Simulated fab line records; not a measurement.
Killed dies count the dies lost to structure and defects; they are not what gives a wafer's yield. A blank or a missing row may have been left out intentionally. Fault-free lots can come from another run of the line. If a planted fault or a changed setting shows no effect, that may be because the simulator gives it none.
Split-lot trial :: flow n5_finfet :: 7 lots, 39 wafers read, on a route of 1938 steps

SPLIT DETAILS
At N5_BEOL_M3_ILD_DEP_00 (deposits SiOC from DEMS/O2, target thk 79 nm, time 15.3 s), the setting target_thk_a was moved away from the recipe's 790 angstrom on 9 of the 39 wafers read, by -54.0% to +50.5%. For the rest of the wafers, this setting stayed at what the recipe calls for.

Split to reading: the file shows no intervening step.

THE READING
At N5_BEOL_M3_THK_MEAS_01: M3_ILD_THK, given in nm. On this fab line, fault-free wafers typically give 79.1 nm with a standard deviation of 1.1 nm.

wafer: L074.1
tool, chamber at the split: pecvd-04, 0
target_thk_a as run, angstrom: 790
against the recipe: recipe
M3_ILD_THK, nm: 77.4
against lot-mates on the recipe: -

wafer: L074.2
tool, chamber at the split: pecvd-04, 2
target_thk_a as run, angstrom: 790
against the recipe: recipe
M3_ILD_THK, nm: 76.7
against lot-mates on the recipe: -

wafer: L074.3
tool, chamber at the split: pecvd-04, 1,0
target_thk_a as run, angstrom: 790
against the recipe: recipe
M3_ILD_THK, nm: 78.0
against lot-mates on the recipe: -

wafer: L074.4
tool, chamber at the split: pecvd-04, 1,0
target_thk_a as run, angstrom: 790
against the recipe: recipe
M3_ILD_THK, nm: 78.3
against lot-mates on the recipe: -

wafer: L074.5
tool, chamber at the split: pecvd-04, 1
target_thk_a as run, angstrom: 790
against the recipe: recipe
M3_ILD_THK, nm: 79.3
against lot-mates on the recipe: -

wafer: L074.6
tool, chamber at the split: pecvd-04, 2
target_thk_a as run, angstrom: 790
against the recipe: recipe
M3_ILD_THK, nm: 78.9
against lot-mates on the recipe: -

wafer: L075.1
tool, chamber at the split: pecvd-04, 2,0,0
target_thk_a as run, angstrom: 790
against the recipe: recipe
M3_ILD_THK, nm: 78.5
against lot-mates on the recipe: -

wafer: L075.2
tool, chamber at the split: pecvd-04, 2,0,0
target_thk_a as run, angstrom: 790
against the recipe: recipe
M3_ILD_THK, nm: 78.6
against lot-mates on the recipe: -

wafer: L075.3
tool, chamber at the split: pecvd-04, 1
target_thk_a as run, angstrom: 790
against the recipe: recipe
M3_ILD_THK, nm: 78.5
against lot-mates on the recipe: -

wafer: L075.4
tool, chamber at the split: pecvd-04, 1
target_thk_a as run, angstrom: 790
against the recipe: recipe
M3_ILD_THK, nm: 81.0
against lot-mates on the recipe: -

wafer: L075.5
tool, chamber at the split: pecvd-04, 2
target_thk_a as run, angstrom: 790
against the recipe: recipe
M3_ILD_THK, nm: 79.4
against lot-mates on the recipe: -

wafer: L075.6
tool, chamber at the split: pecvd-04, 2,0,0
target_thk_a as run, angstrom: 790
against the recipe: recipe
M3_ILD_THK, nm: 78.6
against lot-mates on the recipe: -

wafer: L077.1
tool, chamber at the split: pecvd-04, 0
target_thk_a as run, angstrom: 790
against the recipe: recipe
M3_ILD_THK, nm: 78.0
against lot-mates on the recipe: -

wafer: L077.2
tool, chamber at the split: pecvd-04, 2
target_thk_a as run, angstrom: 790
against the recipe: recipe
M3_ILD_THK, nm: 78.3
against lot-mates on the recipe: -

wafer: L077.3
tool, chamber at the split: pecvd-04, 1
target_thk_a as run, angstrom: 790
against the recipe: recipe
M3_ILD_THK, nm: 78.8
against lot-mates on the recipe: -

wafer: L077.4
tool, chamber at the split: pecvd-04, 0
target_thk_a as run, angstrom: 790
against the recipe: recipe
M3_ILD_THK, nm: 79.6
against lot-mates on the recipe: -

wafer: L077.5
tool, chamber at the split: pecvd-04, 2
target_thk_a as run, angstrom: 790
against the recipe: recipe
M3_ILD_THK, nm: 80.5
against lot-mates on the recipe: -

wafer: L077.6
tool, chamber at the split: pecvd-04, 1
target_thk_a as run, angstrom: 790
against the recipe: recipe
M3_ILD_THK, nm: 80.0
against lot-mates on the recipe: -

wafer: L082.1
tool, chamber at the split: pecvd-03, 0
target_thk_a as run, angstrom: 363.3
against the recipe: -54.0%
M3_ILD_THK, nm: 36.9
against lot-mates on the recipe: -42.5

wafer: L082.2
tool, chamber at the split: pecvd-03, 2
target_thk_a as run, angstrom: 790
against the recipe: recipe
M3_ILD_THK, nm: 78.4
against lot-mates on the recipe: -

wafer: L082.3
tool, chamber at the split: pecvd-03, 1
target_thk_a as run, angstrom: 363.3
against the recipe: -54.0%
M3_ILD_THK, nm: 35.5
against lot-mates on the recipe: -43.9

wafer: L082.4
tool, chamber at the split: pecvd-03, 1
target_thk_a as run, angstrom: 363.3
against the recipe: -54.0%
M3_ILD_THK, nm: 36.9
against lot-mates on the recipe: -42.5

wafer: L082.5
tool, chamber at the split: pecvd-03, 2
target_thk_a as run, angstrom: 790
against the recipe: recipe
M3_ILD_THK, nm: 78.7
against lot-mates on the recipe: -

wafer: L082.6
tool, chamber at the split: pecvd-03, 0
target_thk_a as run, angstrom: 790
against the recipe: recipe
M3_ILD_THK, nm: 81.0
against lot-mates on the recipe: -

wafer: L083.1
tool, chamber at the split: pecvd-03, 0
target_thk_a as run, angstrom: 790
against the recipe: recipe
M3_ILD_THK, nm: 79.3
against lot-mates on the recipe: -

wafer: L083.2
tool, chamber at the split: pecvd-03, 2
target_thk_a as run, angstrom: 790
against the recipe: recipe
M3_ILD_THK, nm: 78.5
against lot-mates on the recipe: -

wafer: L083.3
tool, chamber at the split: pecvd-03, 1
target_thk_a as run, angstrom: 1189
against the recipe: +50.5%
M3_ILD_THK, nm: 117.6
against lot-mates on the recipe: +38.3

wafer: L083.4
tool, chamber at the split: pecvd-03, 2
target_thk_a as run, angstrom: 1189
against the recipe: +50.5%
M3_ILD_THK, nm: 118.6
against lot-mates on the recipe: +39.3

wafer: L083.5
tool, chamber at the split: pecvd-03, 0
target_thk_a as run, angstrom: 790
against the recipe: recipe
M3_ILD_THK, nm: 80.0
against lot-mates on the recipe: -

wafer: L083.6
tool, chamber at the split: pecvd-03, 1
target_thk_a as run, angstrom: 1189
against the recipe: +50.5%
M3_ILD_THK, nm: 119.6
against lot-mates on the recipe: +40.3

wafer: L086.1
tool, chamber at the split: pecvd-03, 2
target_thk_a as run, angstrom: 790
against the recipe: recipe
M3_ILD_THK, nm: 76.5
against lot-mates on the recipe: -

wafer: L086.2
tool, chamber at the split: pecvd-03, 0
target_thk_a as run, angstrom: 403.4
against the recipe: -48.9%
M3_ILD_THK, nm: 39.8
against lot-mates on the recipe: -39.1

wafer: L086.3
tool, chamber at the split: pecvd-03, 0
target_thk_a as run, angstrom: 790
against the recipe: recipe
M3_ILD_THK, nm: 79.6
against lot-mates on the recipe: -

wafer: L086.4
tool, chamber at the split: pecvd-03, 2
target_thk_a as run, angstrom: 403.4
against the recipe: -48.9%
M3_ILD_THK, nm: 39.2
against lot-mates on the recipe: -39.7

wafer: L086.5
tool, chamber at the split: pecvd-03, 0
target_thk_a as run, angstrom: 790
against the recipe: recipe
M3_ILD_THK, nm: 80.7
against lot-mates on the recipe: -

wafer: L086.6
tool, chamber at the split: pecvd-03, 2
target_thk_a as run, angstrom: 403.4
against the recipe: -48.9%
M3_ILD_THK, nm: 39.0
against lot-mates on the recipe: -39.9

wafer: L093.3
tool, chamber at the split: pecvd-04, 1
target_thk_a as run, angstrom: 790
against the recipe: recipe
M3_ILD_THK, nm: 78.4
against lot-mates on the recipe: -

wafer: L093.4
tool, chamber at the split: pecvd-04, 1
target_thk_a as run, angstrom: 790
against the recipe: recipe
M3_ILD_THK, nm: 78.5
against lot-mates on the recipe: -

wafer: L093.6
tool, chamber at the split: pecvd-04, 2
target_thk_a as run, angstrom: 790
against the recipe: recipe
M3_ILD_THK, nm: 81.3
against lot-mates on the recipe: -
Rows listing several chambers each stand for several wafers; the file does not say which wafer went through which chamber.

THE FIT
A straight line over all 39 wafers: M3_ILD_THK changes by +0.793 nm for each +1% of target_thk_a; r = +1.00; the points scatter about the line by 1.1 nm.
The same after taking each lot's own level away (the mean of its wafers on the recipe; 39 wafers): +0.793 nm for each +1%; r = +1.00; scatter 1.1 nm.
That fit puts the effect of the largest move of target_thk_a on the reading at 43 nm.
From 78.10 to 79.40 nm: that is the span of the lots' own levels, equal to 1.2 times the standard deviation above.
Hence the lot-to-lot level has little effect on the slope; both slopes agree.
Check: -43 nm against its lot-mates is what the line predicts for one of the wafers moved furthest among these (-54.0%) when that wafer is left out of the fit. It came out at -42.5 nm against them.

OTHER SPLITS ON THESE WAFERS
Other splits were also applied to these wafers ahead of the reading. Each is held against what the fit with the lots' levels taken away leaves over:
other split on the same wafers: N5_FIN_SAQP_PECVD_06 time_s
wafers away from the commonest value: 9
r with M3_ILD_THK (lot level and that fit taken away): -0.09

other split on the same wafers: N5_DUMMY_GATE_HM_DEP_06 time_s
wafers away from the commonest value: 33
r with M3_ILD_THK (lot level and that fit taken away): +0.06

other split on the same wafers: N5_SD_EPI_N_ETCH_16 target_depth_a
wafers away from the commonest value: 12
r with M3_ILD_THK (lot level and that fit taken away): +0.08

other split on the same wafers: N5_HKMG_FIN_ALD_71 ald_cycles
wafers away from the commonest value: 18
r with M3_ILD_THK (lot level and that fit taken away): +0.07

other split on the same wafers: N5_BEOL_M0_SAQP_SPACER1_ALD_98 ald_cycles
wafers away from the commonest value: 18
r with M3_ILD_THK (lot level and that fit taken away): -0.39

THE WHOLE CHAIN: every reading that the file lists as answering this split, in the file's order
step: N5_BEOL_M3_ILD_DEP_00
what it does: deposits SiOC from DEMS/O2, target thk 79 nm, time 15.3 s
reading: SiOC_of_BEOL_M3_ILD_DEP_00.thk_nm (the simulator's own value, which no gauge read)
change (the file's fit): +0.794 nm for each +1% of the setting
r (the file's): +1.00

step: N5_BEOL_M3_THK_MEAS_01
what it does: 
reading: M3_ILD_THK
change (the file's fit): +0.794 for each +1% of the setting
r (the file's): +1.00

FILE'S OWN FIT
M3_ILD_THK changes by +0.794 nm for each +1% of target_thk_a, r = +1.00.
